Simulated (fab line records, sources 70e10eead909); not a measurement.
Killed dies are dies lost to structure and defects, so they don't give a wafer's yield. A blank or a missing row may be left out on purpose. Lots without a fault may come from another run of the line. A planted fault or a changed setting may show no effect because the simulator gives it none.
A struck lot beside a sound one | flow nand_harc | 15 steps out of a route of 1302
Sound: wafers L446.3, L446.4, L446.6. Struck: wafers L441.3, L441.5, L441.6. The cause comes at the end.
At each step with rows: each side's tool, then ch and its chambers, then its first start. Under that, the readings that differ: sound wafers | struck wafers | difference of the means | sigmas: that difference in standard deviations of wafers without a fault.
alike: readings whose means differ by less than 2 such deviations, and words and numbers that are the same on both sides. not compared: withheld readings, readings that some wafer has no value for, bounds like >300 that may hide the same value, and numbers for which the record gives no deviation and whose values overlap.
The two part at a step that has a row with sigmas, a row that says differs or no value, or rows on one side only. Numbers that don't overlap but have no deviation are shown without sigmas and don't part them. A reading that every wafer of one side lacks parts them only if that side has two wafers or more.

first, 7 steps without rows for these wafers: NHARC_A_M1_COAT_34 (time 65 s); NHARC_A_M1_COAT_03 (resist thk 90 nm); NHARC_A_M1_SOFTBAKE_04 (time 55 s); NHARC_A_M1_EBR_05; NHARC_A_M1_EXPOSE_06 (exposes mask A M1, target cd 120 nm); NHARC_A_M1_PEB_07 (peb time 65 s); NHARC_A_M1_DEVELOP_08 (develop time 35 s).
NHARC_A_M1_CD_MEAS_09: target cd 120 nm.
  sound on cd_sem-03 ch 0, day 29 01:02; struck on cd_sem-01 ch 0, day 26 15:46
  alike: cd_nm
NHARC_A_M1_OVL_MEAS_10: pitch 240 nm.
  sound on overlay-01, day 29 01:08; struck on overlay-01, day 26 15:50
  alike: overlay_x_nm, overlay_y_nm
NHARC_A_M1_INSPECT_11:
  sound on defect_inspect-02, day 29 01:10; struck on defect_inspect-01, day 26 15:53
  alike: raw_defect_count
NHARC_A_M1_DESCUM_14: chemistry O2, time 3 s.
  sound on rie_diel-03 ch 0,3, day 29 01:13; struck on rie_diel-10 ch 0,1, day 26 15:57
  alike: drypump_motor_current_A, mfc_ar_sccm, oes_product_au, rf_vpp_V, showerhead_plenum_p_Torr, throttle_valve_pct
  not compared: rf_hours_counter_h
NHARC_A_M1_ETCH_35: etches the open film in N2/H2, target depth 40 nm, overetch 12 nm, time 43.94 s.
  sound on rie_diel-03 ch 0,1,3, day 29 01:19; struck on rie_diel-10 ch 0,1,2, day 26 16:02
  alike: bias_w, chamber_pressure_mTorr, drypump_motor_current_A, mfc_ar_sccm, oes_product_au, rf_vpp_V, showerhead_plenum_p_Torr, throttle_valve_pct
  not compared: rf_hours_counter_h
NHARC_A_M1_ETCH_15: etches the open film in C4F8/Ar, target depth 182.5 nm, time 91.2 s.
  sound on rie_diel-03 ch 0,1,2, day 29 01:24; struck on rie_diel-10 ch 0,1,2, day 26 16:08
  no value came back on the struck wafers for bias_w (W), chamber_pressure_mTorr (mTorr), oes_product_au (a.u.), rf_vpp_V (V); on the sound wafers bias_w (W) reads 300.0 300.0 300.3
  not compared: rf_hours_counter_h
NHARC_A_M1_CD_MEAS_16:
  sound on cd_sem-01, day 29 01:32; struck on cd_sem-01, day 26 16:15
  alike: cd_nm
NHARC_END_SORT_01:
  sound on prober-01 ch 0, day 30 13:34; struck on prober-01 ch 0, day 28 08:38
  reading                  | sound          | struck                                                               | difference                   | sigmas
  hold                     | - - -          | await_dispo/4.1h/scrap await_dispo/4.1h/scrap await_dispo/4.1h/scrap | no value on the sound wafers |
  defect_limited_yield (%) | 90.3 92.2 90.5 | 0 0 0                                                                | -91                          | -41
  killed_at_array          | 60 51 61       | 670 672 668                                                          | +613                         | +41
  killed_dies              | 66 53 64       | 677 677 677                                                          | +616                         | +41
  alike: killed_at_other, killed_at_periphery, killed_open, killed_short

WHERE THEY PART
First at NHARC_A_M1_ETCH_15; last, within this record, at NHARC_END_SORT_01.

WHY: what the simulator had put in
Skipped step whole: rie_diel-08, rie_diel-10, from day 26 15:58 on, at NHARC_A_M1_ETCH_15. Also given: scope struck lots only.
